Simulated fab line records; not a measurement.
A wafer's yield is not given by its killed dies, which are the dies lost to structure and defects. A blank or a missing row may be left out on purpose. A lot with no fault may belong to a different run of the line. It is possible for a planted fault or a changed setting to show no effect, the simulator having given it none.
Lot-split experiment + flow n5Finfet + 21 wafers read across 7 lots, on a route 1938 steps long

== ABOUT THE SPLIT ==
At N5_BEOL_M7_COAT_05 (resist thk 90 nm), the setting spinRpm was moved away from the recipe's 1500 rpm on 7 of the 21 wafers read, by -5.7% to +6.7%. This setting was run at the recipe's value on the other wafers.

== FROM THE SPLIT TO THE READING: what the file shows between them, 4 steps ==
- N5_BEOL_M7_EBR_07
- N5_BEOL_M7_SOFTBAKE_06: time 60 s
- N5_BEOL_M7_EXPOSE_08: exposes mask M7
- N5_BEOL_M7_PEB_09: peb time 60 s

== THE READING ==
CAR-ArF_of_BEOL_M7_COAT_05.thkNm (the simulator's own value, which no gauge read), in nm, at N5_BEOL_M7_DEVELOP_10 (develop time 30 s). The file does not state a usual value for it. The 14 wafers here that ran the recipe average 88.6 nm, standard deviation 0.35 nm.

| wafer  | tool, chamber at the split | spinRpm as run, rpm | against the recipe | CAR-ArF_of_BEOL_M7_COAT_05.thkNm, nm | against lot-mates on the recipe |
|--------|----------------------------|---------------------|--------------------|--------------------------------------|---------------------------------|
| L079.3 | lithoTrack-03, 0           | 1500                | recipe             | 88.2                                 | -                               |
| L079.5 | lithoTrack-03, 0           | 1500                | recipe             | 88.2                                 | -                               |
| L079.6 | lithoTrack-03, 0           | 1500                | recipe             | 88.4                                 | -                               |
| L080.1 | lithoTrack-03, 0           | 1578                | +5.2%              | 86.6                                 | -2.2                            |
| L080.5 | lithoTrack-03, 0           | 1500                | recipe             | 88.8                                 | -                               |
| L080.6 | lithoTrack-03, 0           | 1578                | +5.2%              | 86.4                                 | -2.4                            |
| L087.1 | lithoTrack-05, 0           | 1500                | recipe             | 88.8                                 | -                               |
| L087.4 | lithoTrack-05, 0           | 1500                | recipe             | 88.8                                 | -                               |
| L087.5 | lithoTrack-05, 0           | 1500                | recipe             | 89.2                                 | -                               |
| L086.1 | lithoTrack-05, 0           | 1500                | recipe             | 88.8                                 | -                               |
| L086.2 | lithoTrack-05, 0           | 1500                | recipe             | 88.8                                 | -                               |
| L086.3 | lithoTrack-05, 0           | 1500                | recipe             | 88.8                                 | -                               |
| L088.1 | lithoTrack-02, 0           | 1500                | recipe             | 88                                   | -                               |
| L088.3 | lithoTrack-02, 0           | 1500                | recipe             | 88                                   | -                               |
| L088.6 | lithoTrack-02, 0           | 1414                | -5.7%              | 90.6                                 | +2.6                            |
| L089.2 | lithoTrack-03, 0           | 1572                | +4.8%              | 86.4                                 | -2.1                            |
| L089.4 | lithoTrack-03, 0           | 1500                | recipe             | 88.6                                 | -                               |
| L089.6 | lithoTrack-03, 0           | 1500                | recipe             | 88.4                                 | -                               |
| L093.4 | lithoTrack-05, 0           | 1600                | +6.7%              | 86                                   | no lot-mate on the recipe       |
| L093.5 | lithoTrack-05, 0           | 1600                | +6.7%              | 86.4                                 | no lot-mate on the recipe       |
| L093.6 | lithoTrack-05, 0           | 1600                | +6.7%              | 85.8                                 | no lot-mate on the recipe       |

FIT RESULTS
A straight line over all 21 wafers: CAR-ArF_of_BEOL_M7_COAT_05.thkNm changes by -0.381 nm for each +1% of spinRpm; r = -0.97; the points scatter about the line by 0.33 nm.
The same after taking each lot's own level away (the mean of its wafers on the recipe; 18 wafers): -0.445 nm for each +1%; r = -1.00; scatter 0.11 nm.
On that fit, the largest move of spinRpm shifts the reading by 3 nm.
From 88.00 to 88.93 nm: that is the span of the lots' own levels, equal to 2.7 times the standard deviation above.
So the slope is not independent of the lot-to-lot level: the two fits are not the same.
Check: +2.53 nm against its lot-mates is what the line predicts for one of the wafers moved furthest among these (-5.7%) when that wafer is left out of the fit. Against them it came out at +2.6 nm.

== FURTHER SPLITS ON THESE WAFERS ==
Note: prior to the reading, these wafers also went through further splits. Each is held against what the fit with the lots' levels taken away leaves over:
| other split on the same wafers | wafers away from the commonest value | r with CAR-ArF_of_BEOL_M7_COAT_05.thkNm (lot level and that fit taken away) |
|--------------------------------|--------------------------------------|-----------------------------------------------------------------------------|
| N5_BEOL_M6_COAT_22 spinRpm     | 5                                    | -0.12                                                                       |

== THE WHOLE CHAIN: every reading that the file lists as answering this split, in the file's order ==
| step                  | what it does      | reading                                                                           | change (the file's fit)               | r (the file's) |
|-----------------------|-------------------|-----------------------------------------------------------------------------------|---------------------------------------|----------------|
| N5_BEOL_M7_COAT_05    | resist thk 90 nm  | CAR-ArF_of_BEOL_M7_COAT_05.thkNm (the simulator's own value, which no gauge read) | -0.438 nm for each +1% of the setting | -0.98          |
| N5_BEOL_M7_DEVELOP_10 | develop time 30 s | CAR-ArF_of_BEOL_M7_COAT_05.thkNm (the simulator's own value, which no gauge read) | -0.445 nm for each +1% of the setting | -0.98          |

== FILE'S OWN FIT ==
CAR-ArF_of_BEOL_M7_COAT_05.thkNm changes by -0.445 nm for each +1% of spinRpm, r = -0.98.
